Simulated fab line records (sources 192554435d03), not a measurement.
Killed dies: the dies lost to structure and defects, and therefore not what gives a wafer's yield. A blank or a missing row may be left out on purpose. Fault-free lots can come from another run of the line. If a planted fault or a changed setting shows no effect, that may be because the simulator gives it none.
Matching of chambers :: flow n5-finfet :: N5_BEOL_M0_SAQP_ETCH_101 on rie-diel-04 has 4 sister chambers
The step etches SiNx in CH3F/O2, target depth 29.9 nm, time 42.7 s. 8 wafers are shown with their chamber, then 10 later ones without.

WAFERS, EACH WITH ITS CHAMBER
wafer: L085.2
chamber: 2
rf-vpp-V (V): 315
showerhead-plenum-p-Torr (Torr): 2.08

wafer: L085.3
chamber: 0
rf-vpp-V (V): 295
showerhead-plenum-p-Torr (Torr): 1.91

wafer: L088.5
chamber: 3
rf-vpp-V (V): 293
showerhead-plenum-p-Torr (Torr): 1.86

wafer: L089.2
chamber: 0
rf-vpp-V (V): 295
showerhead-plenum-p-Torr (Torr): 1.90

wafer: L089.4
chamber: 1
rf-vpp-V (V): 296
showerhead-plenum-p-Torr (Torr): 2.08

wafer: L089.5
chamber: 3
rf-vpp-V (V): 292
showerhead-plenum-p-Torr (Torr): 1.86

wafer: L090.1
chamber: 2
rf-vpp-V (V): 315
showerhead-plenum-p-Torr (Torr): 2.08

wafer: L090.2
chamber: 1
rf-vpp-V (V): 296
showerhead-plenum-p-Torr (Torr): 2.08

WAFERS WHOSE CHAMBER IS MISSING
wafer: L090.3
rf-vpp-V (V): 293
showerhead-plenum-p-Torr (Torr): 1.86

wafer: L091.1
rf-vpp-V (V): 296
showerhead-plenum-p-Torr (Torr): 2.08

wafer: L091.5
rf-vpp-V (V): 295
showerhead-plenum-p-Torr (Torr): 1.90

wafer: L091.6
rf-vpp-V (V): 296
showerhead-plenum-p-Torr (Torr): 2.08

wafer: L092.1
rf-vpp-V (V): 314
showerhead-plenum-p-Torr (Torr): 2.08

wafer: L092.3
rf-vpp-V (V): 292
showerhead-plenum-p-Torr (Torr): 1.90

wafer: L092.4
rf-vpp-V (V): 296
showerhead-plenum-p-Torr (Torr): 2.08

wafer: L097.2
rf-vpp-V (V): 314
showerhead-plenum-p-Torr (Torr): 2.07

wafer: L097.5
rf-vpp-V (V): 297
showerhead-plenum-p-Torr (Torr): 2.07

wafer: L097.6
rf-vpp-V (V): 313
showerhead-plenum-p-Torr (Torr): 2.07

WHICH CHAMBER EACH ONE RAN IN
wafer: L090.3
from the rows above: 3
in truth: 3

wafer: L091.1
from the rows above: 1
in truth: 1

wafer: L091.5
from the rows above: 0
in truth: 0

wafer: L091.6
from the rows above: 1
in truth: 1

wafer: L092.1
from the rows above: 2
in truth: 2

wafer: L092.3
from the rows above: 0
in truth: 0

wafer: L092.4
from the rows above: 1
in truth: 1

wafer: L097.2
from the rows above: 2
in truth: 2

wafer: L097.5
from the rows above: 1
in truth: 1

wafer: L097.6
from the rows above: 2
in truth: 2
Correctly placed: 10 of 10. Number that these rows cannot place: 0. 0 placed wrongly.
How it was worked out, from the rows above alone: a wafer's distance from a chamber is the root of the sum, over the readings, of the square of ((its reading less the chamber's mean) divided by the reading's scatter). The wafer belongs to the nearest chamber; if the next one is less than 2 further off, it can't be placed. Each chamber's mean is taken over the wafers shown for it. The scatter: take each reading less its chamber's mean, square it, sum over the shown wafers, divide by the number of wafers less the number of chambers, and take the root.
